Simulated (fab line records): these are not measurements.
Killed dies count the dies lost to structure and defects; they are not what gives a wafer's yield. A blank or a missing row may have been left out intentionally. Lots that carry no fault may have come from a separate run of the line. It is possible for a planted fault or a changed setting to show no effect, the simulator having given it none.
Problem report in the 8D (eight disciplines) form, filled by code + flow n5Finfet + the parts of the form that need people (team, actions taken, sign-off) are left out

## 1. WHAT WENT WRONG
Mean of rawDefectCount at N5_BEOL_M1_INSPECT_30: 1083 across 6 wafers in 2 lots; on wafers with no fault it is 424 (standard deviation 89). That is +7.4 standard deviations from the usual mean.
The step: inspects for defects (brightfield).
First seen on wafer L289.1, day 9 23:27, on defectInspect-02. At this step, 27 wafers from 9 lots have a number in the record. By rule, "out" or "out of limits" means more than 4 standard deviations away from the usual mean. The rest of the wafers with a number are treated as sound.

## 2. WHAT IT IS, WHAT IT ISN'T
| question                    | is                                 | is not                                                                          |
|-----------------------------|------------------------------------|---------------------------------------------------------------------------------|
| which readings at this step | rawDefectCount                     | -                                                                               |
| which lots                  | L289, L292                         | L275, L279, L283, L287, L293, L294, L296                                        |
| which wafers of those lots  | all that have a number             | -                                                                               |
| read on which gauges        | defectInspect-01, defectInspect-02 | -                                                                               |
| when                        | from day 9 23:27                   | up to then (12 sound wafers); but 9 sound wafers of L293, L294, L296 came after |

## 3. WHAT RULES OUT EACH SUSPECT
Counting: a tool at a process step up to the reading stays a suspect if it ran every lot that is out and no sound lot after the first of them.
- ruled out: the gauge at N5_BEOL_M1_INSPECT_30. 2 gauges (defectInspect-01, defectInspect-02) read the wafers that are out.
- pvdSputter-02 at N5_BEOL_M1_HM_DEP_02 (deposits TiN, target thk 20 nm): ruled out as a lasting fault. Sound lots L294, L296 ran on it after its first lot that is out, L289 (day 9 21:59).
- rieDiel-01 at N5_BEOL_M1_STRIP_19 (strips in O2): kept. It ran every lot that is out, first L289 (day 9 22:51), and no sound lot after that; its last sound lot up to then is L283 (day 8 08:36).
The count leaves rieDiel-01 at N5_BEOL_M1_STRIP_19.

## 4. THE CAUSE (what the simulator had put in)
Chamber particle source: rieDiel-01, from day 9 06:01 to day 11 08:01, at N5_BEOL_M1_STRIP_19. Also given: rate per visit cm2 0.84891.
This tool alone remained once counting was done.

## 5. SEQUENCE OF EFFECTS, ordered by route
Each row: a reading whose mean over the struck wafers that have a number lies more than 3 standard deviations from the usual. Only readings whose record carries a usual standard deviation are examined. hours: median over the lots of the time between each lot's start at the first step of this table that gives one and its start at this step. sigmas: the change, counted in usual standard deviations.
| hours | step                    | reading             | usual  | on struck wafers | change | sigmas |
|-------|-------------------------|---------------------|--------|------------------|--------|--------|
| 0     | N5_BEOL_M1_INSPECT_30   | rawDefectCount      | 424    | 1083             | +659   | +7.4   |
| 198   | N5_PASSIVATION_PROBE_49 | defectLimitedYield  | 91.6 % | 85.9             | -5.7   | -4.1   |
| 198   | N5_PASSIVATION_PROBE_49 | killed_at_M0_to_M3  | 35     | 100              | +65    | +6.5   |
| 198   | N5_PASSIVATION_PROBE_49 | killedDies          | 100    | 166              | +66    | +3.9   |
| 198   | N5_PASSIVATION_PROBE_49 | killedOnRim         | 13     | 30               | +16    | +3.9   |
| 198   | N5_PASSIVATION_PROBE_49 | sort_bin_5_function | 5.0 %  | 8.8              | +3.8   | +4.0   |
| 198   | N5_PASSIVATION_PROBE_49 | sortNPass           | 1080   | 1014             | -66    | -3.9   |
| 198   | N5_PASSIVATION_PROBE_49 | sortYieldPct        | 91.6 % | 85.9             | -5.7   | -4.1   |
Here are the process steps it includes:
- N5_PASSIVATION_PROBE_49
Later measuring or inspecting steps at which every struck wafer that the step has a row for has a number for every such reading, and none has moved that far: N5_BEOL_M4_RC_MEAS_101.

## 6. HOW IT WOULD HAVE BEEN CAUGHT EARLIER
The first out-of-limits reading at a measuring or inspecting step in this record came at day 9 23:27, 17 hours after the fault's start at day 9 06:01.
An alarm limit of 4 standard deviations would not have fired on the tool readings at N5_BEOL_M1_STRIP_19 for which the record gives a usual standard deviation, since none of them was out on any struck wafer.
Lots out: 2; of these, L292 started N5_BEOL_M1_STRIP_19 on rieDiel-01 after day 9 23:27. Holding the tool at that time would have saved it.
